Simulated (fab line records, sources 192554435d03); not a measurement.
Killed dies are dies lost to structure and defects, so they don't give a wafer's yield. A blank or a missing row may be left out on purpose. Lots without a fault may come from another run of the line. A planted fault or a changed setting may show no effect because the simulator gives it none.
Chamber matching | flow n5_finfet | N5_BEOL_M1_CMP_52 on cmp-04: 4 sister chambers
The step polishes, stops on SiOC, t overpolish 6.8 s, target thk 40 nm. 16 wafers are shown with their chamber, then 8 later ones without.

WAFERS WITH THEIR CHAMBER
wafer  | chamber | motor_current_A (A) | slurry_filter_dp_kPa (kPa) | barrier_field_endpoint_s (s)
L573.2 | 2       | 6.2                 | 13.43                      | 23.9
L573.3 | 1       | 5.8                 | 13.50                      | 23.3
L573.5 | 3       | 6.9                 | 13.51                      | 24.5
L576.3 | 1       | 5.8                 | 13.40                      | 24.4
L576.5 | 0       | 6.0                 | 13.25                      | 24.5
L576.6 | 1       | 5.6                 | 13.50                      | 24.0
L577.3 | 0       | 5.8                 | 13.30                      | 25.3
L577.4 | 1       | 5.7                 | 13.57                      | 25.0
L577.6 | 1       | 5.9                 | 13.53                      | 24.6
L580.2 | 1       | 6.1                 | 13.51                      | 25.6
L580.5 | 3       | 6.9                 | 13.41                      | 25.8
L580.6 | 0       | 6.0                 | 13.55                      | 25.4
L586.1 | 1       | 5.8                 | 13.64                      | 24.6
L586.2 | 0       | 5.8                 | 13.32                      | 24.6
L586.6 | 3       | 7.1                 | 13.73                      | 24.0
L591.2 | 3       | 6.8                 | 13.79                      | 24.4

SIGNATURES (means of the wafers above)
reading                  | chamber 0 | chamber 1 | chamber 2 | chamber 3 | scatter within a chamber
motor_current_A          | 5.900     | 5.814     | 6.200     | 6.925     | 0.14
slurry_filter_dp_kPa     | 13.3550   | 13.5214   | 13.4300   | 13.6100   | 0.123
barrier_field_endpoint_s | 24.950    | 24.500    | 23.900    | 24.675    | 0.687
Rule: a wafer's distance from a chamber is the root of the sum, over the readings, of the square of ((its reading less the chamber's mean) divided by the reading's scatter). The wafer belongs to the nearest chamber; if the next one is less than 2 further off, it can't be placed. The scatter: the root of (the sum of the squares of (reading less its chamber's mean) over the shown wafers, divided by (wafers less chambers)).

WAFERS WITHOUT THEIR CHAMBER
wafer  | motor_current_A (A) | slurry_filter_dp_kPa (kPa) | barrier_field_endpoint_s (s)
L591.3 | 6.4                 | 13.45                      | 24.8
L591.5 | 6.3                 | 13.25                      | 25.5
L593.1 | 5.7                 | 13.55                      | 23.7
L593.4 | 6.5                 | 13.48                      | 24.2
L593.6 | 5.8                 | 13.72                      | 24.2
L594.1 | 6.7                 | 13.48                      | 22.9
L594.4 | 6.0                 | 13.30                      | 24.2
L594.6 | 5.6                 | 13.57                      | 24.2

WHICH CHAMBER EACH WENT THROUGH
wafer  | from the rows above          | in truth
L591.3 | can't be placed: 2 or 0      | 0
L591.5 | can't be placed: 2 or 0 or 1 | 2
L593.1 | can't be placed: 1 or 0      | 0
L593.4 | can't be placed: 2 or 3      | 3
L593.6 | can't be placed: 1 or 0      | 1
L594.1 | can't be placed: 3 or 2      | 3
L594.4 | can't be placed: 0 or 2 or 1 | 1
L594.6 | can't be placed: 1 or 0      | 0
Placed correctly: 0 of 8. Can't be placed from these rows: 8 (the true chamber is among the candidates in 8). Placed wrongly: 0.
